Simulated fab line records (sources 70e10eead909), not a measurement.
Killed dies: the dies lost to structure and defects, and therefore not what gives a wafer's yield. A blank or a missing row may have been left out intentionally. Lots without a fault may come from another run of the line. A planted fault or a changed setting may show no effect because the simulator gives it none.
fab line records	flow nand_harc
record lots=12	wafers=36	last_day=32
route steps=1302 shown P_M0@265 P_M1@293 END@1302
lots that met no fault: taken from a fault-free run of the same line
start_h: start of the lot's first displayed wafer, in hours after the record's first day	wait_h: hours since the lot's step before	" identical to the entry in the row above	L1.1+2: a row that stands for several wafers	- no value present, or no start provided	* or withheld: withheld	< > ~ a bound
route shown NAME@n: names a module that has steps shown in the file, with the first one's number in the route	usual: mean and standard deviation over wafers with no fault	same: alike in all rows	chamber/n: place in a boat	sites: the reading at each site	_std_site: standard deviation of those values	_edge_site: inner sites' mean taken away from outer sites' mean	radius_mm: for every site, how far away it sits from the centre of the wafer	mask NAME#n: copy n	behind: tool/chamber where the wafer was last shaped	hold: the reason the lot was held/the length of the hold in hours/how it ended	device: transistor that didn't switch, given as n, p or np	end of line: the route-end tests of the same wafers	a step without rows: its recipe alone	killed: dies that structure and defects cost at the first sort, which is not the same as the wafer's yield	map: a wafer's dies, marking killed ones x, the rest . and places with no die _
set.NAME: the setting as run; set.NAME@STEP: as run at that earlier step	model.NAME: the simulator's own value behind a step, which no gauge read
the route's steps for a sample of lots (tables are steps, rows are wafers)
services: from which hour (start_h, from the record's first day; less than 0 if before it) a tool's chamber was out of use, for how many hours, and why
## steps
# step NHARC_P_M0_INSPECT_11
# usual raw_defect_count=4.5/2.5
lot.wafer	tool	chamber	start_h	wait_h	raw_defect_count
L730.2	defect_inspect-02	-	102.44	0.0	6
L730.3	"	-	"	"	3
L730.6	"	-	"	"	2
L731.3	defect_inspect-01	-	106.85	0.0	2
L731.5	"	-	"	"	7
L731.6	"	-	"	"	5
L732.2	defect_inspect-02	-	116.54	0.0	4
L732.4	"	-	"	"	4
L732.5	"	-	"	"	4
L736.1	defect_inspect-02	-	160.41	0.0	2
L736.3	"	-	"	"	2
L736.5	"	-	"	"	2
L738.2	defect_inspect-02	-	174.41	0.0	4
L738.3	"	-	"	"	6
L738.4	"	-	"	"	5
L745.3	defect_inspect-02	-	243.32	0.0	3
L745.4	"	-	"	"	4
L745.6	"	-	"	"	5
L747.1	defect_inspect-02	-	275.45	0.0	4
L747.5	"	-	"	"	3
L747.6	"	-	"	"	7
L748.3	defect_inspect-02	-	280.58	0.0	3
L748.5	"	-	"	"	5
L748.6	"	-	"	"	7
L750.4	defect_inspect-02	-	295.29	0.0	3
L750.5	"	-	"	"	2
L750.6	"	-	"	"	3
L749.2	defect_inspect-01	-	295.64	0.0	5
L749.3	"	-	"	"	9
L749.4	"	-	"	"	7
L752.1	defect_inspect-02	-	318.30	0.0	1
L752.2	"	-	"	"	6
L752.4	"	-	"	"	4
L753.1	defect_inspect-02	-	325.40	0.0	2
L753.2	"	-	"	"	3
L753.3	"	-	"	"	4
# step NHARC_P_M1_PEB_07
# recipe peb_temp_c=100	peb_time_s=65
# usual heater_power_total_W=156.6/0.42	plate_temp_C=100.00/0.14
# same peb_time_s=65
lot.wafer	tool	chamber	start_h	wait_h	heater_power_total_W	plate_temp_C
L730.2	litho_track-01	0	106.36	0.1	157.0	100.04
L730.3	"	0	"	"	156.1	100.09
L730.6	"	0	"	"	157.0	99.93
L731.3	litho_track-01	0	110.60	0.0	156.2	100.09
L731.5	"	0	"	"	156.8	99.85
L731.6	"	0	"	"	156.8	100.10
L732.2	litho_track-04	0	120.47	0.1	157.1	100.03
L732.4	"	0	"	"	157.2	100.06
L732.5	"	0	"	"	156.7	100.14
L736.1	litho_track-01	0	164.67	0.1	151.9	97.65
L736.3	"	0	"	"	151.7	97.40
L736.5	"	0	"	"	151.5	97.55
L738.2	litho_track-01	0	178.36	0.1	151.8	97.72
L738.3	"	0	"	"	151.4	98.02
L738.4	"	0	"	"	151.6	97.57
L745.3	litho_track-06	0	247.17	0.0	156.1	100.22
L745.4	"	0	"	"	156.1	100.09
L745.6	"	0	"	"	156.8	100.08
L747.1	litho_track-01	0	279.18	0.1	156.6	100.11
L747.5	"	0	"	"	156.9	100.15
L747.6	"	0	"	"	156.1	100.11
L748.3	litho_track-06	0	284.43	0.0	156.8	99.71
L748.5	"	0	"	"	157.1	99.81
L748.6	"	0	"	"	156.8	99.97
L750.4	litho_track-04	0	299.07	0.0	157.2	99.88
L750.5	"	0	"	"	156.3	99.88
L750.6	"	0	"	"	156.8	100.00
L749.2	litho_track-01	0	299.58	0.1	156.5	99.95
L749.3	"	0	"	"	156.1	99.91
L749.4	"	0	"	"	157.1	99.85
L752.1	litho_track-01	0	322.23	0.1	157.1	99.85
L752.2	"	0	"	"	157.1	99.81
L752.4	"	0	"	"	156.0	99.94
L753.1	litho_track-04	0	329.32	0.1	156.0	99.98
L753.2	"	0	"	"	157.2	100.05
L753.3	"	0	"	"	157.0	100.14
# step NHARC_P_M1_CD_MEAS_09
# recipe target_cd_nm=130	landing_energy_ev=500
# usual cd_nm=130.0/0.54
# same landing_energy_ev=500
lot.wafer	tool	chamber	start_h	wait_h	cd_nm
L730.2	cd_sem-03	0	106.44	-	130.0
L730.3	"	0	"	"	130.7
L730.6	"	0	"	"	130.5
L731.3	cd_sem-02	0	110.68	-	130.7
L731.5	"	0	"	"	130.7
L731.6	"	0	"	"	129.4
L732.2	cd_sem-01	0	120.55	-	129.9
L732.4	"	0	"	"	129.1
L732.5	"	0	"	"	129.2
L736.1	cd_sem-03	0	164.74	-	122.0
L736.3	"	0	"	"	121.6
L736.5	"	0	"	"	121.7
L738.2	cd_sem-02	0	178.44	-	121.6
L738.3	"	0	"	"	121.9
L738.4	"	0	"	"	121.8
L745.3	cd_sem-01	0	247.25	-	129.4
L745.4	"	0	"	"	129.3
L745.6	"	0	"	"	129.3
L747.1	cd_sem-03	0	279.25	-	130.2
L747.5	"	0	"	"	130.1
L747.6	"	0	"	"	131.0
L748.3	cd_sem-01	0	284.52	-	130.0
L748.5	"	0	"	"	129.2
L748.6	"	0	"	"	129.7
L750.4	cd_sem-03	0	299.15	-	130.4
L750.5	"	0	"	"	130.3
L750.6	"	0	"	"	130.6
L749.2	cd_sem-03	0	299.66	-	131.2
L749.3	"	0	"	"	130.7
L749.4	"	0	"	"	130.8
L752.1	cd_sem-01	0	322.31	-	130.3
L752.2	"	0	"	"	130.5
L752.4	"	0	"	"	130.7
L753.1	cd_sem-01	0	329.40	-	129.8
L753.2	"	0	"	"	130.0
L753.3	"	0	"	"	129.9
# step NHARC_P_M1_ETCH_35
# recipe target_depth_a=400	overetch_a=120	time_s=43.94	ion_energy_ev=200	n2_flow_sccm=150	h2_flow_sccm=150	ar_flow_sccm=0	rf_w=400	bias_w=150	chemistry=N2/H2
# usual drypump_motor_current_A=5.9/0.4	oes_product_au=0.994/0.011	rf_vpp_V=432.0/2.2	showerhead_plenum_p_Torr=2.09/0.075	throttle_valve_pct=14.172/0.0081
lot.wafer	tool	chamber	start_h	wait_h	drypump_motor_current_A	oes_product_au	rf_hours_counter_h	rf_vpp_V	showerhead_plenum_p_Torr	throttle_valve_pct
L730.3	rie_diel-09	0	106.71	0.1	6.0	0.988	12	432.2	2.09	14.178
L730.2	"	3	"	"	6.8	0.998	11	430.0	2.03	14.171
L730.6	"	0	"	"	6.1	0.987	-	431.1	2.09	14.162
L731.3	rie_diel-12	0	110.97	0.1	5.6	0.983	2	428.9	2.01	14.171
L731.5	"	1	"	"	5.5	0.998	-	434.3	2.15	14.158
L731.6	"	2	"	"	5.8	0.983	-	433.2	2.17	14.169
L732.2	rie_diel-12	0	120.82	0.1	5.6	0.984	3	428.8	2.01	14.180
L732.4	"	3	"	"	5.9	1.004	3	432.5	2.15	14.190
L732.5	"	0	"	"	5.6	0.986	-	429.6	2.01	14.177
L736.1	rie_diel-12	3	165.01	0.1	5.9	0.987	6	432.6	2.15	14.175
L736.3	"	2	"	"	5.8	0.991	6	435.2	2.17	14.171
L736.5	"	0	"	"	5.6	0.979	-	429.9	2.01	14.161
L738.3	rie_diel-09	2	178.71	0.1	5.8	0.994	3	436.1	2.18	14.174
L738.4	"	3	"	"	6.8	1.009	4	429.3	2.03	14.163
L738.2	"	0	"	"	6.0	0.996	3	431.1	2.08	14.173
L745.4	rie_diel-09	1	247.54	0.1	6.2	0.976	10	434.7	2.14	14.175
L745.3	"	2	"	"	5.8	0.978	10	434.9	2.18	14.162
L745.6	"	0	"	"	6.1	0.985	-	431.9	2.08	14.182
L747.1	rie_diel-12	1	279.53	0.1	5.5	0.986	2	432.5	2.15	14.168
L747.6	"	0	"	"	5.5	0.997	-	430.6	2.00	14.179
L747.5	"	1	"	"	5.5	0.986	-	432.9	2.15	14.179
L748.3	rie_diel-08	3	284.79	0.1	5.8	1.001	33	431.1	1.97	14.177
L748.5	"	2	"	"	6.1	1.000	-	429.2	1.94	14.177
L748.6	"	3	"	"	5.8	1.011	-	429.1	1.97	14.157
L750.4	rie_diel-12	0	299.43	0.1	5.6	1.008	3	428.1	2.00	14.173
L750.6	"	1	"	"	5.5	0.984	-	435.0	2.15	14.160
L750.5	"	2	"	"	5.7	0.994	-	434.5	2.16	14.162
L749.3	rie_diel-12	1	299.95	0.1	5.5	0.983	4	435.2	2.15	14.162
L749.4	"	2	"	"	5.7	0.995	4	434.7	2.16	14.174
L749.2	"	3	"	"	5.9	0.992	4	434.5	2.14	14.172
L752.1	rie_diel-09	1	322.58	0.1	6.1	0.980	1	432.7	2.14	14.176
L752.4	"	2	"	"	5.8	1.001	1	433.3	2.18	14.173
L752.2	"	3	"	"	6.8	0.999	1	430.0	2.02	14.179
L753.3	rie_diel-12	3	329.72	0.1	5.9	0.996	6	431.7	2.14	14.159
L753.1	"	0	"	"	5.6	1.010	6	430.1	2.00	14.156
L753.2	"	2	"	"	5.8	0.991	6	434.1	2.16	14.159
# step NHARC_P_M1_ETCH_15
# recipe target_depth_a=1825	time_s=91.2	c4f8_flow_sccm=withheld	ar_flow_sccm=400	rf_w=600	bias_w=300	chemistry=C4F8/Ar
# usual oes_product_au=0.953/0.022	rf_vpp_V=442.4/2.3
lot.wafer	tool	chamber	start_h	wait_h	oes_product_au	rf_hours_counter_h	rf_vpp_V
L730.2	rie_diel-09	0	-	-	0.918	12	441.4
L730.3	"	1	"	"	0.925	12	443.8
L730.6	"	3	"	"	0.933	-	441.9
L731.3	rie_diel-12	0	-	-	0.949	2	440.4
L731.5	"	2	"	"	0.963	-	443.0
L731.6	"	3	"	"	0.971	-	444.4
L732.2	rie_diel-12	0	-	-	0.957	3	440.8
L732.4	"	1	"	"	0.974	2	444.1
L732.5	"	3	"	"	0.983	-	443.8
L736.3	rie_diel-12	1	-	-	0.969	6	443.5
L736.1	"	2	"	"	0.967	6	442.8
L736.5	"	0	"	"	0.965	-	440.7
L738.3	rie_diel-09	0	-	-	0.938	3	441.0
L738.2	"	2	"	"	0.944	3	445.0
L738.4	"	3	"	"	0.961	4	441.5
L745.3	rie_diel-09	1	-	-	0.910	10	443.3
L745.4	"	3	"	"	0.942	9	439.8
L745.6	"	0	"	"	0.922	-	444.1
L747.1	rie_diel-12	2	-	-	0.925	3	444.5
L747.5	"	0	"	"	0.941	-	437.6
L747.6	"	1	"	"	0.928	-	443.5
L748.3	rie_diel-08	1	-	-	0.941	38	439.3
L748.6	"	2	"	"	0.922	-	437.8
L748.5	"	3	"	"	0.935	-	438.6
L750.4	rie_diel-12	1	-	-	0.966	4	444.1
L750.6	"	0	"	"	0.978	-	438.9
L750.5	"	1	"	"	0.969	-	444.3
L749.2	rie_diel-12	3	-	-	0.965	4	443.5
L749.3	"	1	"	"	0.969	4	445.0
L749.4	"	2	"	"	0.967	4	443.8
L752.2	rie_diel-09	2	-	-	0.991	1	444.6
L752.4	"	3	"	"	0.974	1	440.4
L752.1	"	0	"	"	0.966	1	443.1
L753.3	rie_diel-12	1	-	-	0.948	6	444.4
L753.2	"	2	"	"	0.946	6	443.1
L753.1	"	3	"	"	0.957	6	444.8
# step NHARC_END_SORT_01
# recipe temp_c=25
# usual defect_limited_yield=90.1/2.5	killed_at_array=62/18	killed_at_other=0.9/1.2	killed_at_periphery=4.2/2.9	killed_dies=67/17	killed_open=3.6/1.9	killed_short=2.5/1.6
# same gross_dies=677
lot.wafer	tool	chamber	start_h	wait_h	defect_limited_yield[%]	killed_at_array	killed_at_other	killed_at_periphery	killed_dies	killed_open	killed_short
L736.1	prober-01	0	609.61	2.5	90.0	65	1	2	68	3	3
L736.3	prober-01	0	611.21	3.1	87.0	88	0	0	88	5	1
L736.5	prober-01	0	612.81	3.7	90.5	64	0	0	64	4	3
L738.2	prober-01	0	627.45	2.8	90.4	61	2	2	65	2	3
L738.3	prober-01	0	628.25	3.1	91.1	57	2	1	60	2	3
L738.4	prober-01	0	629.05	3.4	91.4	52	4	2	58	3	4
L745.3	prober-02	0	676.30	3.1	86.7	85	1	4	90	4	1
L745.4	prober-02	0	677.11	3.4	87.1	83	1	3	87	3	3
L745.6	prober-02	0	678.73	4.0	84.2	100	1	6	107	4	2
L747.1	prober-01	0	709.94	2.5	88.8	73	0	3	76	6	4
L747.5	prober-01	0	713.07	3.6	88.6	72	0	5	77	7	2
L747.6	prober-01	0	713.86	3.9	86.7	81	3	6	90	7	0
L750.4	prober-01	0	741.84	3.4	86.9	86	0	3	89	2	5
L750.5	prober-01	0	742.62	3.6	85.2	97	2	1	100	1	1
L750.6	prober-01	0	743.41	3.9	83.6	104	1	6	111	4	2
L749.2	prober-02	0	754.73	2.8	94.1	36	0	4	40	7	4
L749.3	prober-02	0	755.53	3.1	92.3	46	1	5	52	3	3
L749.4	prober-02	0	756.34	3.4	93.2	40	1	5	46	4	3
L753.1	prober-02	0	763.43	2.4	91.4	55	1	2	58	1	4
L753.2	prober-02	0	764.22	2.8	89.4	68	1	3	72	2	5
L753.3	prober-02	0	765.02	3.1	90.1	60	2	5	67	6	6
# killed by level:class
L736.1 A_SLIT:chamber_film_flake=22 A_CHANNEL_HOLE_D1:chamber_film_flake=21 A_CHANNEL_HOLE_D2:chamber_film_flake=8 A_CONTACT:chamber_film_flake=6 A_CHANNEL_FILL_D2:chamber_film_flake=2 A_WL_FILL:chamber_film_flake=2 P_CONTACT:geometric_particle:short=1 P_CONTACT:geometric_particle:open=1
L736.3 A_CHANNEL_HOLE_D1:chamber_film_flake=33 A_SLIT:chamber_film_flake=30 A_CHANNEL_HOLE_D2:chamber_film_flake=11 A_WL_FILL:chamber_film_flake=3 A_BLC:geometric_particle:open=2 A_CHANNEL_FILL_D1:chamber_film_flake=2 A_DECK1_JOINT:geometric_particle:open=1 A_DECK1_JOINT:geometric_particle:short=1
L736.5 A_SLIT:chamber_film_flake=23 A_CHANNEL_HOLE_D1:chamber_film_flake=21 A_CHANNEL_HOLE_D2:chamber_film_flake=10 A_WL_FILL:chamber_film_flake=3 A_SOURCE_PLATE:geometric_particle:open=1 A_ONON_D1:geometric_particle:short=1 A_CHANNEL_FILL_D1:geometric_particle:short=1 A_CHANNEL_HOLE_D2:geometric_particle:open=1
L738.2 A_SLIT:chamber_film_flake=22 A_CONTACT:chamber_film_flake=18 A_CHANNEL_HOLE_D2:chamber_film_flake=12 A_CHANNEL_HOLE_D1:chamber_film_flake=3 THIN_TSV:chamber_film_flake=2 P_CONTACT:geometric_particle:short=1 P_M0:geometric_particle:open=1 A_ONON_D1:geometric_particle:short=1
L738.3 A_SLIT:chamber_film_flake=30 A_CONTACT:chamber_film_flake=10 A_CHANNEL_HOLE_D1:chamber_film_flake=7 A_CHANNEL_HOLE_D2:chamber_film_flake=4 A_ONON_D1:geometric_particle:short=2 THIN_TSV:chamber_film_flake=2 A_CHANNEL_HOLE_D1:geometric_particle:short=1 A_ONON_D2:geometric_particle:open=1
L738.4 A_SLIT:chamber_film_flake=19 A_CHANNEL_HOLE_D2:chamber_film_flake=9 A_CONTACT:chamber_film_flake=9 A_CHANNEL_HOLE_D1:chamber_film_flake=6 THIN_TSV:chamber_film_flake=4 A_CHANNEL_FILL_D2:geometric_particle:open=2 A_STAIRCASE:chamber_film_flake=2 P_M1:geometric_particle:short=1
L745.3 A_CHANNEL_HOLE_D1:chamber_film_flake=33 A_SLIT:chamber_film_flake=26 A_CHANNEL_HOLE_D2:chamber_film_flake=17 P_BONDPAD:chamber_film_flake=3 A_CHANNEL_FILL_D2:geometric_particle:open=2 A_STAIRCASE:chamber_film_flake=2 A_DECK1_JOINT:geometric_particle:open=1 A_SGD_CUT:geometric_particle:short=1
L745.4 A_CHANNEL_HOLE_D1:chamber_film_flake=30 A_SLIT:chamber_film_flake=23 A_CHANNEL_HOLE_D2:chamber_film_flake=13 A_STAIRCASE:chamber_film_flake=6 A_CHANNEL_FILL_D2:chamber_film_flake=3 P_GATE:chamber_film_flake=2 A_WL_FILL:chamber_film_flake=2 A_SOURCE_PLATE:geometric_particle:open=1
L745.6 A_CHANNEL_HOLE_D1:chamber_film_flake=35 A_SLIT:chamber_film_flake=34 A_CHANNEL_HOLE_D2:chamber_film_flake=20 P_GATE:chamber_film_flake=4 A_M1:geometric_particle:open=2 A_STAIRCASE:chamber_film_flake=2 P_M0:geometric_particle:open=1 A_CHANNEL_FILL_D1:geometric_particle:short=1
L747.1 A_CHANNEL_HOLE_D2:chamber_film_flake=29 A_CHANNEL_HOLE_D1:chamber_film_flake=20 A_STAIRCASE:chamber_film_flake=7 A_SLIT:chamber_film_flake=4 A_ONON_D2:geometric_particle:open=2 P_GATE:chamber_film_flake=2 A_BONDPAD:chamber_film_flake=2 P_CONTACT:geometric_particle:open=1
L747.5 A_CHANNEL_HOLE_D1:chamber_film_flake=31 A_CHANNEL_HOLE_D2:chamber_film_flake=22 A_STAIRCASE:chamber_film_flake=4 P_ZERO_WELL:chamber_film_flake=3 A_SLIT:chamber_film_flake=3 A_CONTACT:chamber_film_flake=3 A_CHANNEL_FILL_D2:geometric_particle:open=2 A_BONDPAD:chamber_film_flake=2
L747.6 A_CHANNEL_HOLE_D1:chamber_film_flake=31 A_CHANNEL_HOLE_D2:chamber_film_flake=22 A_CONTACT:chamber_film_flake=8 A_BONDPAD:chamber_film_flake=7 A_SLIT:chamber_film_flake=4 THIN_TSV:chamber_film_flake=3 A_CONTACT:geometric_particle:open=2 P_ZERO_WELL:chamber_film_flake=2
L750.4 A_CHANNEL_HOLE_D1:chamber_film_flake=26 A_CHANNEL_HOLE_D2:chamber_film_flake=21 A_SLIT:chamber_film_flake=17 A_STAIRCASE:chamber_film_flake=10 A_ONON_D2:geometric_particle:short=2 P_BONDPAD:chamber_film_flake=2 A_CONTACT:chamber_film_flake=2 A_ONON_D1:geometric_particle:short=1
L750.5 A_CHANNEL_HOLE_D1:chamber_film_flake=31 A_SLIT:chamber_film_flake=27 A_CHANNEL_HOLE_D2:chamber_film_flake=22 A_STAIRCASE:chamber_film_flake=8 A_CONTACT:chamber_film_flake=6 A_WL_FILL:geometric_particle:short=1 STARTING-WAFER:geometric_particle:open=1 P_BONDPAD:chamber_film_flake=1
L750.6 A_CHANNEL_HOLE_D1:chamber_film_flake=32 A_SLIT:chamber_film_flake=24 A_CHANNEL_HOLE_D2:chamber_film_flake=21 A_STAIRCASE:chamber_film_flake=10 A_CONTACT:chamber_film_flake=9 P_ZERO_WELL:chamber_film_flake=3 A_CHANNEL_FILL_D1:chamber_film_flake=3 P_GATE:geometric_particle:open=1
L749.2 A_CHANNEL_HOLE_D1:chamber_film_flake=9 A_SLIT:chamber_film_flake=5 A_STAIRCASE:chamber_film_flake=4 A_CHANNEL_HOLE_D2:geometric_particle:open=2 A_BLC:geometric_particle:open=2 P_GATE:chamber_film_flake=2 A_DECK1_JOINT:chamber_film_flake=2 A_CHANNEL_HOLE_D2:chamber_film_flake=2
L749.3 A_CHANNEL_HOLE_D1:chamber_film_flake=22 A_SLIT:chamber_film_flake=6 A_CHANNEL_HOLE_D2:chamber_film_flake=5 A_STAIRCASE:chamber_film_flake=5 P_GATE:chamber_film_flake=3 A_ONON_D1:geometric_particle:short=1 A_CHANNEL_FILL_D1:geometric_particle:open=1 A_DECK1_JOINT:geometric_particle:short=1
L749.4 A_CHANNEL_HOLE_D1:chamber_film_flake=11 A_SLIT:chamber_film_flake=9 A_CHANNEL_HOLE_D2:chamber_film_flake=5 A_STAIRCASE:chamber_film_flake=5 A_CONTACT:chamber_film_flake=3 P_GATE:chamber_film_flake=2 P_CONTACT:geometric_particle:open=1 P_M0:geometric_particle:open=1
L753.1 A_CHANNEL_HOLE_D2:chamber_film_flake=25 A_SLIT:chamber_film_flake=23 A_CONTACT:chamber_film_flake=3 P_STI:geometric_particle:open=1 P_M0:geometric_particle:short=1 A_ONON_D2:geometric_particle:short=1 A_WL_FILL:geometric_particle:short=1 STARTING-WAFER:geometric_particle:short=1
L753.2 A_CHANNEL_HOLE_D2:chamber_film_flake=33 A_SLIT:chamber_film_flake=23 A_CONTACT:chamber_film_flake=4 A_ONON_D1:geometric_particle:open=2 A_CHANNEL_HOLE_D1:chamber_film_flake=2 P_M0:geometric_particle:short=1 A_CHANNEL_FILL_D1:geometric_particle:short=1 A_CHANNEL_FILL_D2:geometric_particle:short=1
L753.3 A_CHANNEL_HOLE_D2:chamber_film_flake=26 A_SLIT:chamber_film_flake=23 P_CONTACT:geometric_particle:short=2 A_BLC:geometric_particle:open=2 A_CONTACT:chamber_film_flake=2 THIN_TSV:chamber_film_flake=2 P_GATE:geometric_particle:short=1 P_GATE:geometric_particle:open=1
## services
tool	chamber	start_h	hours	kind
rie_diel-08	3	86.20	5.9	repair
rie_diel-12	3	90.28	3.9	repair
rie_diel-12	1	99.68	1.4	repair
rie_diel-12	0	100.90	-	clean
rie_diel-12	2	100.90	-	clean
rie_diel-12	3	100.90	-	clean
rie_diel-08	-	101.26	0.4	repair
rie_diel-08	-	102.19	1.1	repair
rie_diel-09	-	119.18	9.0	pm
rie_diel-12	0	125.40	-	clean
rie_diel-12	1	125.40	-	clean
rie_diel-12	2	125.40	-	clean
litho_track-01	-	131.00	7.0	pm
litho_track-06	-	155.00	7.0	pm
rie_diel-08	2	155.84	5.4	repair
rie_diel-08	-	167.08	9.0	pm
rie_diel-09	2	167.10	1.4	repair
litho_track-04	-	179.00	7.0	pm
rie_diel-12	1	212.28	13.5	repair
rie_diel-12	-	244.40	9.0	pm
rie_diel-08	2	276.16	7.6	repair
rie_diel-09	-	296.18	9.0	pm
litho_track-01	-	306.00	7.0	pm
rie_diel-12	2	309.07	2.7	repair
## key
first_sign step=NHARC_P_M1_PEB_07	reading=plate_temp_C	direction=down	sigmas=17	usual=*	struck=*
effect step=NHARC_P_M1_PEB_07	reading=heater_power_total_W	direction=down	sigmas=12	usual=*	struck=*
effect step=NHARC_P_M1_CD_MEAS_09	reading=cd_nm	direction=down	sigmas=15	usual=130.0	struck=121.8
met_at NHARC_P_M1_PEB_07
struck_lots L736,L738
not_acting_at NHARC_P_M0_INSPECT_11,NHARC_P_M1_ETCH_35,NHARC_P_M1_ETCH_15
onset_between 110.60 164.67
fault kind=process_parameter_drift	tool=litho_track-01	chamber=-	onset_h=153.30	steps=NHARC_P_M1_PEB_07	channel=peb_temp_c	offset=*	shape=step	end_h=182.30	acts_in=*	stated=*
